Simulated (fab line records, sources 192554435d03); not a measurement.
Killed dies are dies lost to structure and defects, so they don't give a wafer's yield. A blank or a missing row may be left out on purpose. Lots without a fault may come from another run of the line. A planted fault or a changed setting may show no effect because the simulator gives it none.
Chamber matching | flow n5_finfet | N5_BEOL_M8_DESCUM_16 on rie_diel-05: 4 sister chambers
The step chemistry O2, time 7.9 s. 4 wafers are shown with their chamber, then 8 later ones without.

WAFERS WITH THEIR CHAMBER
wafer  | chamber | drypump_motor_current_A (A)
L087.1 | 0       | 4.9
L087.2 | 2       | 5.9
L087.6 | 3       | 5.7
L089.3 | 1       | 5.5

WAFERS WITHOUT THEIR CHAMBER
wafer  | drypump_motor_current_A (A)
L089.4 | 5.0
L089.5 | 5.9
L092.2 | 4.9
L092.5 | 5.9
L092.6 | 5.5
L093.1 | 5.9
L093.2 | 5.7
L093.3 | 5.5

WHICH CHAMBER EACH WENT THROUGH
wafer  | from the rows above | in truth
L089.4 | 0                   | 0
L089.5 | 2                   | 2
L092.2 | 0                   | 0
L092.5 | 2                   | 2
L092.6 | 1                   | 1
L093.1 | 2                   | 2
L093.2 | 3                   | 3
L093.3 | 1                   | 1
Placed correctly: 8 of 8. Can't be placed from these rows: 0. Placed wrongly: 0.
How it was worked out, from the rows above alone: a wafer's distance from a chamber is the root of the sum, over the readings, of the square of ((its reading less the chamber's mean) divided by the reading's scatter). The wafer belongs to the nearest chamber; if the next one is less than 2 further off, it can't be placed. A chamber's mean is the mean of its shown wafers. The scatter: with one shown wafer a chamber, the root of the mean of the squares of how far each hidden wafer lies from its nearest shown one.
